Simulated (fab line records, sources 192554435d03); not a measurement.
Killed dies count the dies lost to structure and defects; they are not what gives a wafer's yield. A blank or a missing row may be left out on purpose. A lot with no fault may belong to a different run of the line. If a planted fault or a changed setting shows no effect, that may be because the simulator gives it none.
Split-lot study ; flow n5_finfet ; on a route of 1938 steps: 7 lots, 21 wafers read

== ON THE SPLIT ==
At N5_SD_EPI_P_PEB_07 (peb time 60 s), the setting peb_time_s was moved away from the recipe's 60 s on 10 of the 21 wafers read, by -12.9% to +22.4%. The other wafers ran this setting at the recipe's value.

== BETWEEN THE SPLIT AND THE READING: the file shows 1 step in between ==
- N5_SD_EPI_P_DEVELOP_08: develop time 30 s

== THE READING ==
cd_nm at N5_SD_EPI_P_CD_MEAS_09, given in nm (cd target 240 nm). A value of 240.2 nm with a standard deviation of 0.79 nm is what fault-free wafers of this fab line usually give.

wafer;tool, chamber at the split;peb_time_s as run, s;against the recipe;cd_nm, nm;against lot-mates on the recipe
L075.1;litho_track-01, 0;60;recipe;239.4;-
L075.3;litho_track-01, 0;56.16;-6.4%;238.3;-1.8
L075.4;litho_track-01, 0;60;recipe;240.7;-
L077.2;litho_track-03, 0;60;recipe;238.5;-
L077.4;litho_track-03, 0;60;recipe;239.3;-
L077.6;litho_track-03, 0;65.01;+8.4%;241.7;+2.8
L084.1;litho_track-02, 0;60;recipe;240.9;-
L084.2;litho_track-02, 0;56.36;-6.1%;238.5;-2.2
L084.3;litho_track-02, 0;60;recipe;240.4;-
L088.2;litho_track-03, 0;60;recipe;239.6;-
L088.3;litho_track-03, 0;60;recipe;239.1;-
L088.6;litho_track-03, 0;60;recipe;239.0;-
L089.1;litho_track-01, 0;52.29;-12.9%;236.3;-4.3
L089.5;litho_track-01, 0;60;recipe;240.6;-
L089.6;litho_track-01, 0;52.29;-12.9%;235.7;-4.9
L091.1;litho_track-02, 0;73.44;+22.4%;246.8;no lot-mate on the recipe
L091.2;litho_track-02, 0;73.44;+22.4%;247.5;no lot-mate on the recipe
L091.3;litho_track-02, 0;73.44;+22.4%;246.6;no lot-mate on the recipe
L092.1;litho_track-03, 0;60;recipe;239.0;-
L092.2;litho_track-03, 0;68.24;+13.7%;243.9;+4.9
L092.3;litho_track-03, 0;68.24;+13.7%;244.3;+5.3

THE FIT
A straight line over all 21 wafers: cd_nm changes by +0.309 nm for each +1% of peb_time_s; r = +0.98; the points scatter about the line by 0.68 nm.
The same after taking each lot's own level away (the mean of its wafers on the recipe; 18 wafers): +0.358 nm for each +1%; r = +0.99; scatter 0.36 nm.
According to that fit, moving peb_time_s by its largest amount changes the reading by 8 nm.
From 238.90 to 240.65 nm: that is the span of the lots' own levels, equal to 2.2 times the standard deviation above.
In other words, the slope is changed by the lot-to-lot level; the two fits disagree.
Check: +4.98 nm against its lot-mates is what the line predicts for one of the wafers moved furthest among these (+13.7%) when that wafer is left out of the fit. Against them it came out at +4.9 nm.

== THESE WAFERS: OTHER SPLITS ==
Before the reading, these wafers also passed through other splits. Each is held against what the fit with the lots' levels taken away leaves over:
other split on the same wafers;wafers away from the commonest value;r with cd_nm (lot level and that fit taken away)
N5_ZERO_LAYER_COAT_05 spin_rpm;11;+0.17
N5_ZERO_LAYER_EXPOSE_08 dose_mj;8;+0.33
N5_FIN_SAQP_SPACER1_ALD_24 temp_c;6;+0.23
N5_FIN_SAQP_COAT_68 spin_rpm;6;-0.21
N5_STI_FIN_REVEAL_ETCHBACK_08 time_s;5;+0.29
N5_DUMMY_GATE_COAT_09 spin_rpm;8;+0.27
N5_DUMMY_GATE_ETCH_37 source_w;11;-0.41

== THE WHOLE CHAIN: every reading that the file lists as answering this split, in the file's order ==
step;what it does;reading;change (the file's fit);r (the file's)
N5_SD_EPI_P_CD_MEAS_09;target cd 240 nm;cd_nm;+0.351 nm for each +1% of the setting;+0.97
N5_SD_EPI_P_DESCUM_14;chemistry O2, time 7.9 s;SD_EPI_P.cd_nm (the simulator's own value, which no gauge read);+0.343 nm for each +1% of the setting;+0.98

== FILE'S OWN FIT ==
cd_nm changes by +0.351 nm for each +1% of peb_time_s, r = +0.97.
